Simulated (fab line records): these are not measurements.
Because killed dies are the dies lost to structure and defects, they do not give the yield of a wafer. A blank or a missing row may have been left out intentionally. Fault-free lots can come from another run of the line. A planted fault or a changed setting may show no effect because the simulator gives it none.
Matching of chambers | flow n5-finfet | 4 sister chambers for N5_BEOL_M5_DESCUM_33 on rie-diel-03
The step chemistry O2, time 7 s. 8 wafers are shown with their chamber, then 10 later ones without.

## WAFERS PAIRED WITH THEIR CHAMBERS
wafer  | chamber | drypump-motor-current-A (A) | showerhead-plenum-p-Torr (Torr)
L074.4 | 3       | 5.3                         | 2.06
L075.2 | 0       | 6.7                         | 2.05
L081.2 | 3       | 5.4                         | 2.05
L081.4 | 0       | 6.7                         | 2.04
L085.1 | 2       | 5.3                         | 2.01
L085.5 | 1       | 6.0                         | 2.17
L087.3 | 2       | 5.3                         | 2.00
L087.4 | 1       | 5.9                         | 2.17

## WAFERS WITHOUT THEIR CHAMBER
wafer  | drypump-motor-current-A (A) | showerhead-plenum-p-Torr (Torr)
L087.6 | 5.4                         | 2.05
L092.3 | 5.3                         | 2.00
L092.5 | 5.9                         | 2.17
L092.6 | 5.3                         | 2.00
L094.1 | 5.3                         | 2.04
L094.5 | 5.3                         | 2.00
L094.6 | 5.4                         | 2.04
L097.2 | 5.3                         | 2.00
L097.3 | 5.3                         | 2.04
L097.5 | 5.3                         | 2.04

## WHICH CHAMBER EACH WENT THROUGH
wafer  | from the rows above | in truth
L087.6 | 3                   | 3
L092.3 | 2                   | 2
L092.5 | 1                   | 1
L092.6 | 2                   | 2
L094.1 | 3                   | 3
L094.5 | 2                   | 2
L094.6 | 3                   | 3
L097.2 | 2                   | 2
L097.3 | 3                   | 3
L097.5 | 3                   | 3
Correctly placed: 10 of 10. Left unplaced by these rows: 0. Wrongly placed: 0.
How it was worked out, from the rows above alone: a wafer's distance from a chamber is the root of the sum, over the readings, of the square of ((its reading less the chamber's mean) divided by the reading's scatter). If the next closest chamber is less than 2 further off than the closest, the wafer can't be placed; otherwise it belongs to the closest. For every chamber, the mean is computed from those of its wafers that are shown. The scatter is the square root of a quotient: the sum, over the shown wafers, of each reading's squared deviation from its chamber's mean, divided by wafers minus chambers.
